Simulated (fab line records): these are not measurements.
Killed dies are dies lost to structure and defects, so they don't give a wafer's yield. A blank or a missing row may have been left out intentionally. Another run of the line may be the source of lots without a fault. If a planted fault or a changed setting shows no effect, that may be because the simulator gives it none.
Lot-split experiment    flow n5-finfet    21 wafers read from 7 lots, route of 1938 steps

## ABOUT THE SPLIT
At N5_BEOL_M12_COAT_04 (resist thk 400 nm), the setting spin-rpm was moved away from the recipe's 1625 rpm on 8 of the 21 wafers read, by -11.2% to +6.6%. All remaining wafers had this setting at the recipe value.

The reading is taken at the split's own step.

## THE READING
coat_of_BEOL_M12_COAT_04.thk-nm (the simulator's own value, which no gauge read), in nm, at N5_BEOL_M12_COAT_04 (resist thk 400 nm). The file does not state a usual value for it. The 13 wafers here that ran the recipe average 400.7 nm, standard deviation 0.98 nm.

wafer   tool, chamber at the split  spin-rpm as run, rpm  against the recipe  coat_of_BEOL_M12_COAT_04.thk-nm, nm  against lot-mates on the recipe
L078.1  litho-track-01, 0           1625                  recipe              400.4                                -
L078.2  litho-track-01, 0           1625                  recipe              401.6                                -
L078.4  litho-track-01, 0           1479                  -9.0%               420.4                                +19.4
L082.1  litho-track-02, 0           1443                  -11.2%              424.6                                +25.4
L082.2  litho-track-02, 0           1443                  -11.2%              424                                  +24.8
L082.5  litho-track-02, 0           1625                  recipe              399.2                                -
L084.2  litho-track-03, 0           1625                  recipe              399.8                                -
L084.3  litho-track-03, 0           1711                  +5.3%               391.6                                -8.2
L084.6  litho-track-03, 0           1711                  +5.3%               391                                  -8.8
L089.2  litho-track-03, 0           1625                  recipe              400                                  -
L089.4  litho-track-03, 0           1625                  recipe              400.4                                -
L089.6  litho-track-03, 0           1625                  recipe              401.8                                -
L091.3  litho-track-03, 0           1625                  recipe              399.8                                -
L091.5  litho-track-03, 0           1489                  -8.4%               418.4                                +18.6
L091.6  litho-track-03, 0           1489                  -8.4%               418.4                                +18.6
L094.1  litho-track-01, 0           1625                  recipe              401.4                                -
L094.4  litho-track-01, 0           1625                  recipe              402.2                                -
L094.5  litho-track-01, 0           1625                  recipe              402.2                                -
L095.3  litho-track-02, 0           1625                  recipe              400.2                                -
L095.4  litho-track-02, 0           1732                  +6.6%               389                                  -11.0
L095.5  litho-track-02, 0           1625                  recipe              399.8                                -

THE FIT
A straight line over all 21 wafers: coat_of_BEOL_M12_COAT_04.thk-nm changes by -2.04 nm for each +1% of spin-rpm; r = -1.00; the points scatter about the line by 1 nm.
The same after taking each lot's own level away (the mean of its wafers on the recipe; 21 wafers): -2.08 nm for each +1%; r = -0.99; scatter 1.1 nm.
Per that fit: largest spin-rpm move, reading shift of 23 nm.
From 399.20 to 401.93 nm: that is the span of the lots' own levels, equal to 2.8 times the standard deviation above.
The two slopes are in agreement: the lot-to-lot level therefore moves the slope only a little.
Check: for one of the wafers moved furthest among these (-11.2%), held out of the fit, the line's prediction against its lot-mates is +23.6 nm. It came out at +25.4 nm against them.

## OTHER SPLITS APPLIED TO THESE WAFERS
These wafers also went through other splits before the reading. Each is held against what the fit with the lots' levels taken away leaves over:
other split on the same wafers    wafers away from the commonest value  r with coat_of_BEOL_M12_COAT_04.thk-nm (lot level and that fit taken away)
N5_BEOL_M7_DESCUM_33 time-s       5                                     -0.17
N5_BEOL_M7_TRENCH_ETCH_37 time-s  6                                     +0.22
N5_BEOL_M10_PECVD_70 temp-c       6                                     +0.12
N5_BEOL_M10_ETCH_62 time-s        9                                     -0.04
N5_BEOL_M10_EXPOSE_25 dose-mj     6                                     +0.06
N5_BEOL_M11_VIA_ETCH_34 time-s    6                                     +0.17
N5_BEOL_M11_ETCH_41 time-s        4                                     +0.01

## THE WHOLE CHAIN: every reading that the file lists as answering this split, in the file's order
step                  what it does       reading                                                                           change (the file's fit)               r (the file's)
N5_BEOL_M12_COAT_04   resist thk 400 nm  coat_of_BEOL_M12_COAT_04.thk-nm (the simulator's own value, which no gauge read)  -2.1 nm for each +1% of the setting   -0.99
N5_BEOL_M12_STRIP_63  strips in N2/H2    strip-time-to-endpoint-s                                                          withheld for each +1% of the setting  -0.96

## THE FILE'S OWN FIT
coat_of_BEOL_M12_COAT_04.thk-nm changes by -2.1 nm for each +1% of spin-rpm, r = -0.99.
